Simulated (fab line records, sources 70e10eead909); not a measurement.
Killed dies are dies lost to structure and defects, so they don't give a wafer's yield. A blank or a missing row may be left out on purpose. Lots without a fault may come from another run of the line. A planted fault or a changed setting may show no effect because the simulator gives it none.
Chamber matching | flow nand_harc | NHARC_A_CONTACT_ETCH_102 on rie_diel-09: 4 sister chambers
The step etches the open film in CF4/O2, target depth 100 nm, overetch 10 nm, time 55 s. 8 wafers are shown with their chamber, then 12 later ones without.

WAFERS WITH THEIR CHAMBER
wafer  | chamber | drypump_motor_current_A (A) | rf_vpp_V (V)
L084.5 | 2       | 5.1                         | 196.9
L085.3 | 2       | 5.1                         | 196.6
L089.2 | 1       | 6.5                         | 197.1
L089.3 | 3       | 5.4                         | 198.1
L089.5 | 0       | 6.3                         | 199.1
L087.2 | 1       | 6.5                         | 198.2
L087.4 | 0       | 6.4                         | 199.2
L087.6 | 3       | 5.4                         | 200.0

WAFERS WITHOUT THEIR CHAMBER
wafer  | drypump_motor_current_A (A) | rf_vpp_V (V)
L088.2 | 5.4                         | 200.6
L088.5 | 6.4                         | 199.1
L088.6 | 5.5                         | 198.5
L091.2 | 6.3                         | 198.3
L091.3 | 5.1                         | 197.4
L091.5 | 6.3                         | 199.1
L093.4 | 6.4                         | 199.4
L093.5 | 5.4                         | 198.6
L093.6 | 5.1                         | 196.1
L097.1 | 5.1                         | 195.0
L097.2 | 5.4                         | 198.2
L097.5 | 6.5                         | 197.5

WHICH CHAMBER EACH WENT THROUGH
wafer  | from the rows above     | in truth
L088.2 | 3                       | 3
L088.5 | can't be placed: 0 or 1 | 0
L088.6 | 3                       | 3
L091.2 | 0                       | 0
L091.3 | 2                       | 2
L091.5 | 0                       | 0
L093.4 | 0                       | 0
L093.5 | 3                       | 3
L093.6 | 2                       | 2
L097.1 | 2                       | 2
L097.2 | 3                       | 3
L097.5 | 1                       | 1
Placed correctly: 11 of 12. Can't be placed from these rows: 1 (the true chamber is among the candidates in 1). Placed wrongly: 0.
How it was worked out, from the rows above alone: a wafer's distance from a chamber is the root of the sum, over the readings, of the square of ((its reading less the chamber's mean) divided by the reading's scatter). The wafer belongs to the nearest chamber; if the next one is less than 2 further off, it can't be placed. A chamber's mean is the mean of its shown wafers. The scatter: the root of (the sum of the squares of (reading less its chamber's mean) over the shown wafers, divided by (wafers less chambers)).
